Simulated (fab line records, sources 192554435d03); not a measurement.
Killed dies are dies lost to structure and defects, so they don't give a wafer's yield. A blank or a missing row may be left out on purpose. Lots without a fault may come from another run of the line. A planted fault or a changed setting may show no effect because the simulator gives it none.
Which tool did it? | flow n5_finfet | 9 lots, 27 wafers sampled, at 7 steps of a route of 1938

WHAT THE GAUGES READ, wafer by wafer
N5_GATE_CUT_INSPECT_26: inspects for defects (darkfield). Usual: raw_defect_count 37, standard deviation 14.
lot  | measured     | on                | raw_defect_count | flag
L147 | day 5 03:28  | defect_inspect-01 | 51 30 36         |
L150 | day 5 23:42  | defect_inspect-02 | 20 22 26         |
L151 | day 6 04:45  | defect_inspect-02 | 58 52 60         |
L152 | day 6 11:55  | defect_inspect-01 | 21 21 23         |
L155 | day 7 03:23  | defect_inspect-01 | 24 48 59         |
L158 | day 8 00:40  | defect_inspect-02 | 29 42 41         |
L162 | day 8 22:13  | defect_inspect-01 | 757 810 749      | OFF
L166 | day 10 01:44 | defect_inspect-02 | 795 817 814      | OFF
L167 | day 10 04:02 | defect_inspect-01 | 27 38 29         |

N5_MOL_CONTACT_COAG_INSPECT_10: inspects for defects (brightfield). Usual: raw_defect_count 65, standard deviation 20.
lot  | measured     | on                | raw_defect_count | flag
L147 | day 5 03:51  | defect_inspect-02 | 74 67 45         |
L150 | day 6 00:13  | defect_inspect-01 | 43 46 46         |
L151 | day 6 05:08  | defect_inspect-02 | 99 83 102        |
L152 | day 6 15:10  | defect_inspect-02 | 44 38 39         |
L155 | day 7 03:47  | defect_inspect-01 | 48 62 93         |
L158 | day 8 01:03  | defect_inspect-01 | 51 57 59         |
L162 | day 8 22:37  | defect_inspect-01 | 793 853 788      | OFF
L166 | day 10 02:07 | defect_inspect-01 | 824 855 852      | OFF
L167 | day 10 04:26 | defect_inspect-02 | 61 67 51         |

N5_BEOL_M4_RC_MEAS_101. Usual: DIBL_N 36.2 mV/V, standard deviation 1.4; DIBL_P 36.1 mV/V, standard deviation 1.5; IOFF_N 0.153 nA/um, standard deviation 0.02; IOFF_P 0.215 nA/um, standard deviation 0.03; ION_N 672 uA/um, standard deviation 8.6; ION_P 463 uA/um, standard deviation 6.8; SS_N 71.5 mV/dec, standard deviation 0.47; SS_P 73.3 mV/dec, standard deviation 0.57; VT_N 250.6 mV, standard deviation 2.4; VT_P -249 mV, standard deviation 3.2.
lot  | measured     | on        | DIBL_N (mV/V)  | DIBL_P (mV/V)  | IOFF_N (nA/um)    | IOFF_P (nA/um)    | ION_N (uA/um) | ION_P (uA/um) | SS_N (mV/dec)  | SS_P (mV/dec)  | VT_N (mV)         | VT_P (mV)      | flag
L147 | day 8 07:58  | prober-01 | 38.6 38.9 37.4 | 38.4 38.0 36.7 | 0.186 0.179 0.161 | 0.248 0.249 0.224 | 673 676 667   | 464 461 457   | 71.8 73.0 72.1 | 74.6 73.8 73.5 | 246.8 248.2 249.3 | -245 -247 -250 |
L150 | day 9 03:06  | prober-02 | 36.7 33.9 36.0 | 37.2 33.7 36.6 | 0.156 0.113 0.146 | 0.219 0.172 0.215 | 668 652 662   | 460 455 462   | 71.6 70.8 71.3 | 73.6 71.9 73.3 | 251.8 258.3 250.5 | -251 -254 -251 |
L151 | day 10 05:20 | prober-01 | 36.0 35.7 35.8 | 36.4 36.1 37.0 | 0.159 0.144 0.159 | 0.242 0.236 0.255 | 676 666 674   | 472 471 476   | 72.3 71.4 71.3 | 73.8 72.5 73.1 | 249.5 252.1 251.9 | -244 -245 -244 |
L152 | day 9 22:04  | prober-02 | 34.3 36.0 35.6 | 33.5 35.1 34.9 | 0.120 0.144 0.146 | 0.195 0.229 0.223 | 661 673 669   | 468 470 466   | 71.3 71.5 71.7 | 72.6 73.6 73.7 | 255.7 250.6 251.3 | -250 -248 -248 |
L155 | day 10 13:11 | prober-02 | 37.6 39.3 37.1 | 38.4 39.5 37.7 | 0.144 0.178 0.144 | 0.228 0.256 0.224 | 657 687 670   | 461 476 468   | 71.7 71.7 71.6 | 73.7 74.3 72.9 | 252.0 250.2 250.8 | -246 -246 -249 |
L158 | day 11 04:24 | prober-02 | 37.3 36.6 38.5 | 38.1 36.3 38.9 | 0.159 0.147 0.178 | 0.210 0.189 0.222 | 678 674 682   | 461 458 457   | 71.6 70.8 71.1 | 73.9 73.4 74.0 | 249.5 253.1 247.0 | -250 -251 -251 |
L162 | day 12 01:34 | prober-01 | 35.1 36.4 36.7 | 35.4 36.6 36.7 | 0.147 0.162 0.179 | 0.227 0.255 0.257 | 675 664 673   | 465 462 465   | 71.9 71.5 72.6 | 73.4 74.4 73.9 | 252.7 251.6 250.0 | -247 -245 -244 |
L166 | day 13 09:07 | prober-02 | 36.7 36.4 37.6 | 37.1 36.2 37.5 | 0.156 0.150 0.176 | 0.239 0.224 0.252 | 683 676 693   | 472 470 475   | 70.9 71.2 71.9 | 73.3 72.1 73.3 | 252.4 250.8 249.7 | -248 -249 -246 |
L167 | day 13 08:04 | prober-02 | 35.3 34.6 34.8 | 34.7 34.2 34.0 | 0.139 0.141 0.134 | 0.193 0.188 0.191 | 673 679 679   | 460 464 464   | 71.3 70.8 71.5 | 73.2 74.3 73.3 | 253.2 253.1 251.2 | -250 -254 -251 |

WHICH TOOL RAN EACH LOT (tool, then ch and the chambers of the sampled wafers, then the start)
lot  | N5_GATE_CUT_STRIP_42               | N5_GATE_CUT_ETCH_47              | N5_GATE_CUT_VAPOR_ETCH_49        | N5_GATE_CUT_CMP_61
L147 | rie_diel-06 ch 0,1,3, day 5 00:03  | rie_metal-01 ch 0,1, day 5 00:21 | rie_metal-01 ch 0,1, day 5 00:25 | cmp-04 ch 0,1,2, day 5 03:17
L150 | rie_diel-06 ch 0,1,2, day 5 20:35  | rie_metal-02 ch 0,1, day 5 20:53 | rie_metal-02 ch 0,1, day 5 20:56 | cmp-04 ch 0,2,3, day 5 23:30
L151 | rie_diel-01 ch 0,1, day 6 01:35    | rie_metal-02 ch 0,1, day 6 01:53 | rie_metal-02 ch 0,1, day 6 01:56 | cmp-02 ch 0,1, day 6 04:33
L152 | rie_diel-01 ch 0,1,2, day 6 08:47  | rie_metal-01 ch 0,1, day 6 09:06 | rie_metal-01 ch 0,1, day 6 09:10 | cmp-01 ch 0,1, day 6 11:43
L155 | rie_diel-06 ch 0,1,2, day 7 00:17  | rie_metal-01 ch 0,1, day 7 00:34 | rie_metal-01 ch 0,1, day 7 00:38 | cmp-02 ch 0,2,3, day 7 03:10
L158 | rie_diel-01 ch 0,1,2, day 7 21:33  | rie_metal-02 ch 0,1, day 7 21:51 | rie_metal-02 ch 0,1, day 7 21:55 | cmp-02 ch 0,1,2, day 8 00:26
L162 | rie_diel-05 ch 0,1,3, day 8 18:16  | rie_metal-02 ch 0,1, day 8 18:34 | rie_metal-02 ch 0,1, day 8 18:38 | cmp-04 ch 0,1,3, day 8 21:59
L166 | rie_diel-01 ch 1,2,3, day 9 22:20  | rie_metal-03 ch 1, day 9 22:47   | rie_metal-03 ch 1, day 9 22:55   | cmp-04 ch 0,1,2, day 10 01:30
L167 | rie_diel-05 ch 0,1,3, day 10 00:39 | rie_metal-03 ch 1, day 10 01:06  | rie_metal-03 ch 1, day 10 01:13  | cmp-02 ch 0,1,2, day 10 03:49
- N5_GATE_CUT_STRIP_42: strips in O2.
- N5_GATE_CUT_ETCH_47: etches SiO2 in Cl2/BCl3, target depth 10 nm.
- N5_GATE_CUT_VAPOR_ETCH_49: etches TiAlC in BCl3/Cl2.
- N5_GATE_CUT_CMP_61: polishes, stops on SiNx, t overpolish 3 s.

WHAT THE TOOLS THEMSELVES READ (means of the sampled wafers that have a number; where no wafer has one, the mark that the record gives instead)
N5_GATE_CUT_STRIP_42. Usual: drypump_motor_current_A 5.8 A, standard deviation 0.37; oes_product_au 0.78 a.u., standard deviation 0.086; rf_vpp_V 3.7 V, standard deviation 0.52; showerhead_plenum_p_Torr 2.08 Torr, standard deviation 0.079; throttle_valve_pct 16.73 %, standard deviation 0.24.
lot  | tool        | drypump_motor_current_A (A) | oes_product_au (a.u.) | rf_vpp_V (V) | showerhead_plenum_p_Torr (Torr) | throttle_valve_pct (%) | flag
L147 | rie_diel-06 | 6.0                         | 0.82                  | 4.1          | 2.12                            | 16.59                  |
L150 | rie_diel-06 | 6.0                         | 0.83                  | 3.7          | 2.12                            | 16.62                  |
L151 | rie_diel-01 | 5.4                         | 0.75                  | 3.9          | 2.15                            | 16.75                  |
L152 | rie_diel-01 | 5.7                         | 0.77                  | 3.2          | 2.13                            | 16.78                  |
L155 | rie_diel-06 | 6.0                         | 0.81                  | 4.0          | 2.11                            | 16.65                  |
L158 | rie_diel-01 | 5.6                         | 0.76                  | 3.5          | 2.13                            | 16.80                  |
L162 | rie_diel-05 | 5.7                         | 0.77                  | 3.5          | 2.07                            | 16.74                  |
L166 | rie_diel-01 | 5.7                         | 0.74                  | 3.6          | 2.08                            | 16.87                  |
L167 | rie_diel-05 | 5.7                         | 0.76                  | 4.0          | 2.07                            | 16.76                  |

N5_GATE_CUT_ETCH_47. Usual: drypump_motor_current_A 5.5 A, standard deviation 0.66; oes_product_au 0.77 a.u., standard deviation 0.082; throttle_valve_pct 22.78 %, standard deviation 0.18.
lot  | tool         | drypump_motor_current_A (A) | oes_product_au (a.u.) | throttle_valve_pct (%) | flag
L147 | rie_metal-01 | 5.6                         | 0.75                  | 22.65                  |
L150 | rie_metal-02 | 6.0                         | 0.80                  | 22.83                  |
L151 | rie_metal-02 | 6.0                         | 0.80                  | 22.83                  |
L152 | rie_metal-01 | 5.9                         | 0.78                  | 22.47                  |
L155 | rie_metal-01 | 5.9                         | 0.76                  | 22.48                  |
L158 | rie_metal-02 | 5.6                         | 0.70                  | 22.84                  |
L162 | rie_metal-02 | 6.0                         | 0.77                  | 22.84                  |
L166 | rie_metal-03 | 4.7                         | 0.79                  | 22.77                  |
L167 | rie_metal-03 | 4.7                         | 0.79                  | 22.76                  |

N5_GATE_CUT_VAPOR_ETCH_49. Usual: drypump_motor_current_A 5.5 A, standard deviation 0.67; oes_product_au 0.77 a.u., standard deviation 0.082.
lot  | tool         | drypump_motor_current_A (A) | oes_product_au (a.u.) | flag
L147 | rie_metal-01 | 5.6                         | 0.75                  |
L150 | rie_metal-02 | 6.0                         | 0.80                  |
L151 | rie_metal-02 | 6.0                         | 0.79                  |
L152 | rie_metal-01 | 5.9                         | 0.76                  |
L155 | rie_metal-01 | 5.9                         | 0.77                  |
L158 | rie_metal-02 | 5.6                         | 0.71                  |
L162 | rie_metal-02 | 6.0                         | 0.77                  |
L166 | rie_metal-03 | 4.7                         | 0.79                  |
L167 | rie_metal-03 | 4.7                         | 0.79                  |

N5_GATE_CUT_CMP_61. Usual: motor_current_A 12.0 A, standard deviation 1.4; platen_rpm 27.090 rpm, standard deviation 0.018.
lot  | tool   | motor_current_A (A) | platen_rpm (rpm) | flag
L147 | cmp-04 | 11.6                | 27.088           |
L150 | cmp-04 | 11.4                | 27.119           |
L151 | cmp-02 | 11.7                | 27.083           |
L152 | cmp-01 | 14.0                | 27.104           |
L155 | cmp-02 | 12.0                | 27.101           |
L158 | cmp-02 | 11.2                | 27.065           |
L162 | cmp-04 | 11.5                | 27.098           |
L166 | cmp-04 | 11.4                | 27.089           |
L167 | cmp-02 | 11.4                | 27.108           |

THE ANSWER, worked out from the rows above alone
Rule: a lot is off if the mean of its wafers that have a number lies more than 3 standard deviations from the usual mean. A lot without any number at a reading at which 4 lots or more have one is off too. The other lots that the step has rows for count as sound. The gauges are gone through in route order, then the tools' own readings, and for those a lot's mean is taken as printed above. The first step at which some lot is off is used, and at that step the reading that is off furthest; a lot without a number counts as furthest.
Off: L162, L166, at N5_GATE_CUT_INSPECT_26 (raw_defect_count).
A tool fits if, at a process step before that reading, it ran every lot that is off, and no sound lot after the first of them. The gauges at N5_GATE_CUT_INSPECT_26 are tried like those tools. One fits: cmp-04 at N5_GATE_CUT_CMP_61. Its last sound lot is L150 (day 5 23:30), its first lot that is off L162 (day 8 21:59): a fault that began between those two fits.

WHAT THE SIMULATOR HAD PUT IN
Chamber particle source: cmp-04, from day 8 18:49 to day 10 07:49, at N5_GATE_CUT_CMP_61. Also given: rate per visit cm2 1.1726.
Lots struck among those shown: L162, L166. The rule above found the same.
